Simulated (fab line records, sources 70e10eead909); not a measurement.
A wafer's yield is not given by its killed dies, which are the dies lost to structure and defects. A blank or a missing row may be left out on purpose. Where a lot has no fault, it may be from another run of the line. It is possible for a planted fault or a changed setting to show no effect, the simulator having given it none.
Matching of chambers + flow nandHarc + NHARC_A_STAIRCASE_DEP_325 on pecvd-02: 3 sister chambers
The step deposits SiO2, target thk 7200 nm. 16 wafers are shown with their chamber, then 8 later ones without.

== WAFERS PAIRED WITH THEIR CHAMBERS ==
| wafer  | chamber | heaterPowerW (W) | mfcPrecursorSccm (sccm) |
|--------|---------|------------------|-------------------------|
| L074.3 | 0       | 881              | 199.9                   |
| L074.4 | 1       | 609              | 199.8                   |
| L074.5 | 0       | 723              | 200.0                   |
| L079.1 | 2       | 768              | 200.6                   |
| L079.3 | 1       | 628              | 199.2                   |
| L079.6 | 1       | 614              | 199.7                   |
| L082.2 | 2       | 852              | 200.0                   |
| L082.3 | 0       | 895              | 199.4                   |
| L082.4 | 2       | 711              | 199.7                   |
| L085.2 | 2       | 833              | 200.0                   |
| L085.4 | 0       | 735              | 200.0                   |
| L085.6 | 1       | 610              | 199.8                   |
| L088.3 | 2       | 879              | 199.7                   |
| L088.4 | 1       | 609              | 199.4                   |
| L088.5 | 2       | 714              | 200.1                   |
| L091.1 | 0       | 880              | 199.1                   |

SIGNATURES (averages over the wafers above)
| reading          | chamber 0 | chamber 1 | chamber 2 | scatter within a chamber |
|------------------|-----------|-----------|-----------|--------------------------|
| heaterPowerW     | 822.80    | 614.00    | 792.83    | 65.6                     |
| mfcPrecursorSccm | 199.680   | 199.580   | 200.017   | 0.34                     |
Rule: for each reading, subtract the chamber's mean from the wafer's reading, divide by that reading's scatter and square the result; add these up over the readings and take the root, which gives the wafer's distance from the chamber. The wafer belongs to the nearest chamber; if the next one is less than 2 further off, it can't be placed. The scatter: take each reading less its chamber's mean, square it, sum over the shown wafers, divide by the number of wafers less the number of chambers, and take the root.

== WAFERS WHOSE CHAMBER IS MISSING ==
| wafer  | heaterPowerW (W) | mfcPrecursorSccm (sccm) |
|--------|------------------|-------------------------|
| L091.5 | 727              | 199.4                   |
| L091.6 | 607              | 199.8                   |
| L095.2 | 705              | 199.8                   |
| L095.3 | 925              | 200.0                   |
| L095.6 | 606              | 199.9                   |
| L096.1 | 750              | 200.1                   |
| L096.3 | 912              | 199.4                   |
| L096.4 | 616              | 199.9                   |

== WHICH CHAMBER EACH ONE RAN IN ==
| wafer  | from the rows above          | in truth |
|--------|------------------------------|----------|
| L091.5 | can't be placed: 0 or 1 or 2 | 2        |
| L091.6 | 1                            | 1        |
| L095.2 | can't be placed: 2 or 1 or 0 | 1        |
| L095.3 | can't be placed: 0 or 2      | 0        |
| L095.6 | can't be placed: 1 or 2      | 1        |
| L096.1 | can't be placed: 2 or 0 or 1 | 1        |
| L096.3 | can't be placed: 0 or 2      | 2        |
| L096.4 | can't be placed: 1 or 2      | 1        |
1 of 8 placed correctly. Unplaceable from these rows: 7, with the true chamber sitting among the candidates in 7. Number placed wrongly: 0.
